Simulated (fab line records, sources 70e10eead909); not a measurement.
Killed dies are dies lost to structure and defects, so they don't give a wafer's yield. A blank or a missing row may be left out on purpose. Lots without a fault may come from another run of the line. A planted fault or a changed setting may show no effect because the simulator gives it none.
Chamber matching | flow nand_harc | NHARC_A_WL_FILL_ALD_00 on ald_hk-01: 4 sister chambers
The step deposits Al2O3, target thk 3 nm, pulse time 3 s, ald cycles 30. 22 wafers are shown with their chamber, then 11 later ones without.

WAFERS WITH THEIR CHAMBER
wafer  | chamber | heater_power_w (W) | precursor_pulse_height_rel
L074.1 | 2       | 462                | 0.998
L074.2 | 0       | 383                | 1.000
L074.5 | 0       | 381                | 1.013
L077.3 | 0       | 392                | 1.009
L077.4 | 3       | 468                | 0.971
L077.6 | 3       | 459                | 1.000
L078.2 | 0       | 395                | 1.011
L078.3 | 2       | 458                | 1.021
L078.5 | 1       | 421                | 1.011
L076.2 | 0       | 388                | 0.990
L076.4 | 3       | 463                | 1.034
L076.5 | 3       | 458                | 1.039
L084.1 | 1       | 428                | 1.007
L084.2 | 2       | 460                | 1.016
L084.6 | 3       | 451                | 0.988
L088.2 | 3       | 455                | 1.005
L088.3 | 2       | 471                | 1.005
L088.6 | 1       | 421                | 1.005
L089.1 | 2       | 466                | 1.003
L089.2 | 1       | 426                | 1.025
L089.5 | 2       | 469                | 1.018
L092.1 | 1       | 412                | 0.983

SIGNATURES (means of the wafers above)
reading                    | chamber 0 | chamber 1 | chamber 2 | chamber 3 | scatter within a chamber
heater_power_w             | 387.80    | 421.60    | 464.33    | 459.00    | 5.79
precursor_pulse_height_rel | 1.00460   | 1.00620   | 1.01017   | 1.00617   | 0.017
Rule: a wafer's distance from a chamber is the root of the sum, over the readings, of the square of ((its reading less the chamber's mean) divided by the reading's scatter). The wafer belongs to the nearest chamber; if the next one is less than 2 further off, it can't be placed. The scatter: the root of (the sum of the squares of (reading less its chamber's mean) over the shown wafers, divided by (wafers less chambers)).

WAFERS WITHOUT THEIR CHAMBER
wafer  | heater_power_w (W) | precursor_pulse_height_rel
L092.3 | 479                | 1.006
L092.4 | 385                | 1.020
L096.2 | 383                | 0.971
L096.4 | 472                | 0.987
L096.5 | 427                | 1.006
L097.2 | 408                | 1.015
L097.4 | 464                | 1.001
L097.6 | 423                | 0.972
L095.1 | 392                | 0.976
L095.3 | 470                | 0.995
L095.6 | 415                | 1.031

WHICH CHAMBER EACH WENT THROUGH
wafer  | from the rows above     | in truth
L092.3 | can't be placed: 2 or 3 | 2
L092.4 | 0                       | 0
L096.2 | 0                       | 0
L096.4 | can't be placed: 2 or 3 | 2
L096.5 | 1                       | 1
L097.2 | can't be placed: 1 or 0 | 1
L097.4 | can't be placed: 2 or 3 | 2
L097.6 | 1                       | 1
L095.1 | 0                       | 0
L095.3 | can't be placed: 2 or 3 | 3
L095.6 | 1                       | 1
Placed correctly: 6 of 11. Can't be placed from these rows: 5 (the true chamber is among the candidates in 5). Placed wrongly: 0.
